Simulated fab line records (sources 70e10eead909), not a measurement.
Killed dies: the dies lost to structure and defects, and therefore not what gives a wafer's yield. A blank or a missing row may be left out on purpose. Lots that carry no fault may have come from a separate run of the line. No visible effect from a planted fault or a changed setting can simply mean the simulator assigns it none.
8D (eight disciplines) problem report, filled in by code    flow nandHarc    the parts of the form that need people (team, actions taken, sign-off) are left out

1. THE ISSUE
A mean of 79.7 s is read at NHARC_A_CONTACT_ETCH_91 for runLengthS, taken on 1 wafer of 1 lot, against 106.9 s (standard deviation 0.43) on wafers free of any fault. Measured from the usual mean, that is -63 standard deviations.
The step: etches the open film in CH3F/O2, target depth 40 nm, time 85.7 s.
First seen on wafer L767.1, day 28 03:46, on rieDiel-12. Wafers with a number at this step in the record: 36, from 12 lots. The rule behind "out" and "out of limits": a value lying over 4 standard deviations away from the usual mean. The other wafers with a number count as sound.

2. WHAT IT IS; WHAT IT IS NOT
question                     is                 is not
which readings at this step  runLengthS         drypumpMotorCurrentA, oesProductAu, rfVppV, showerheadPlenumPTorr, throttleValvePct
which lots                   L767               L751, L752, L753, L754, L765, L768, L770, L771, L772, L773, L774
which wafers of those lots   L767.1             L767.4, L767.6
read on which tools          rieDiel-12         rieDiel-08, rieDiel-09
when                         from day 28 03:46  up to then (17 sound wafers); but 18 sound wafers of L768, L770, L771, L772, L773, L774 came after

3. SUSPECTS, AND WHAT RULES EACH OUT
Counting: a tool at a process step up to the reading stays a suspect if it ran every lot that is out. Sound lots after the first of them don't rule it out here, since some wafers of a struck lot are sound.
- rieDiel-12 at NHARC_A_CONTACT_DESCUM_74 (chemistry O2, time 3 s): kept. It ran the lot that is out, L767 (day 27 23:50); its last sound lot up to then is L754 (day 23 07:10).
- harCapEtch-01 at NHARC_A_CONTACT_ETCH_133 (etches the open film in C4F8/O2/Ar, time 374 s, target depth 1610 nm): kept. It ran the lot that is out, L767 (day 28 02:59); its last sound lot up to then is L753 (day 23 03:30).
- rieDiel-12 at NHARC_A_CONTACT_ETCH_91 (etches the open film in CH3F/O2, target depth 40 nm, time 85.7 s): kept. It ran the lot that is out, L767 (day 28 03:46); its last sound lot up to then is L754 (day 23 11:07). On those wafers its own readings are out: runLengthS.
- The sound lot-mates ran in chamber 0 of rieDiel-12 at NHARC_A_CONTACT_DESCUM_74, but the wafers that are out ran in chamber 2.
- The sound lot-mates ran in chamber 0 of rieDiel-12 at NHARC_A_CONTACT_ETCH_91, but the wafers that are out ran in chamber 2.
Still standing after the count: rieDiel-12 at NHARC_A_CONTACT_DESCUM_74, harCapEtch-01 at NHARC_A_CONTACT_ETCH_133, rieDiel-12 at NHARC_A_CONTACT_ETCH_91.

4. THE CAUSE (what the simulator had put in)
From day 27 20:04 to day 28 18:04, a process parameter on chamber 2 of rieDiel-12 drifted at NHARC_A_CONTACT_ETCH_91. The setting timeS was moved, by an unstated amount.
3 suspects survive the count, and this tool is in that group.

5. SEQUENCE OF EFFECTS, ordered by route
Rows list readings where the struck wafers' mean (over those with a number) sits beyond 3 standard deviations from the usual. Only readings whose record carries a usual standard deviation are examined. hours: median over the lots of the time between each lot's start at the first step of this table that gives one and its start at this step. sigmas: the change, counted in usual standard deviations.
hours  step                     reading     usual    on struck wafers  change  sigmas
0      NHARC_A_CONTACT_ETCH_91  runLengthS  106.9 s  79.7              -27.2   -63
It contains these process steps:
- NHARC_A_CONTACT_ETCH_91: etches the open film in CH3F/O2, target depth 40 nm, time 85.7 s.

6. WHAT WOULD HAVE CAUGHT IT SOONER
In this record the first reading out of limits was taken at day 28 03:46, 8 hours after the fault began at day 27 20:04.
